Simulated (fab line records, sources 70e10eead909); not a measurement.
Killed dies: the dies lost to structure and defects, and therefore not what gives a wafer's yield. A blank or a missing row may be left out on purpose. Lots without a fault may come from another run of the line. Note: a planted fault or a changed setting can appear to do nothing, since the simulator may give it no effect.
Problem report, 8D (eight disciplines) form, completed by code | flow nand-harc | the parts of the form that need people (team, actions taken, sign-off) are left out

## 1. WHAT WENT WRONG
Wafers without a fault read 106.9 s, standard deviation 0.42; run-length-s at NHARC_A_CONTACT_ETCH_92 reads a mean of 72.7 s on 6 wafers belonging to 2 lots. That puts it -82 standard deviations away from the usual mean.
The step: etches the open film in CH3F/O2, target depth 40 nm, time 85.7 s.
First seen on wafer L780.1, day 25 14:39, on rie-diel-10. The record has a number at this step for 36 wafers belonging to 12 lots. Rule for "out", or "out of limits": more than 4 standard deviations from the usual mean. All remaining wafers that have a number are taken as sound.

## 2. WHAT IT IS, WHAT IT ISN'T
question                    | is                     | is not
which readings at this step | run-length-s           | drypump-motor-current-A, oes-product-au, rf-vpp-V, showerhead-plenum-p-Torr, throttle-valve-pct
which lots                  | L780, L783             | L773, L776, L777, L778, L779, L791, L792, L793, L795, L796
which wafers of those lots  | all that have a number | -
read on which tools         | rie-diel-10            | rie-diel-01, rie-diel-07
when                        | from day 25 14:39      | up to then (15 sound wafers); but 15 sound wafers of L791, L792, L793, L795, L796 came after

## 3. SUSPECTS, AND WHAT RULES EACH OUT
Counting: a tool stays on the suspect list if, at a process step up to the reading, it processed all lots that are out and no sound lot following the first of them.
- rie-diel-10 at NHARC_A_CONTACT_ETCH_92 (etches the open film in CH3F/O2, target depth 40 nm, time 85.7 s): ruled out as a lasting fault. Following L780 (day 25 14:39), the first lot on it that is out, the sound lots L791, L792, L793, L796 were run on it.
Left after counting: nothing in the record.

## 4. THE CAUSE (what the simulator had put in)
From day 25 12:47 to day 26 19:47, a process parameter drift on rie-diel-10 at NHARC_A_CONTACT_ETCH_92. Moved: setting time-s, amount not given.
Counting ruled it out, wrongly.

## 5. SEQUENCE OF EFFECTS, ordered by route
Rows list readings where the struck wafers' mean (over those with a number) sits beyond 3 standard deviations from the usual. Only readings for which the record gives a usual standard deviation are gone through. hours: the time from each lot's start at the first step in this table that gives one to its start at this step, as a median over the lots. sigmas: the change in usual standard deviations.
hours | step                    | reading      | usual   | on struck wafers | change | sigmas
0     | NHARC_A_CONTACT_ETCH_92 | run-length-s | 106.9 s | 72.7             | -34.2  | -82
Its process steps:
- NHARC_A_CONTACT_ETCH_92: etches the open film in CH3F/O2, target depth 40 nm, time 85.7 s.
Later steps that measure or inspect, where all struck wafers having a row at the step show a number for every such reading and not one has moved that far: NHARC_END_SORT_01.

## 6. WHAT WOULD HAVE CAUGHT IT SOONER
In this record the first reading out of limits was taken at day 25 14:39, 2 hours after the fault began at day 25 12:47.
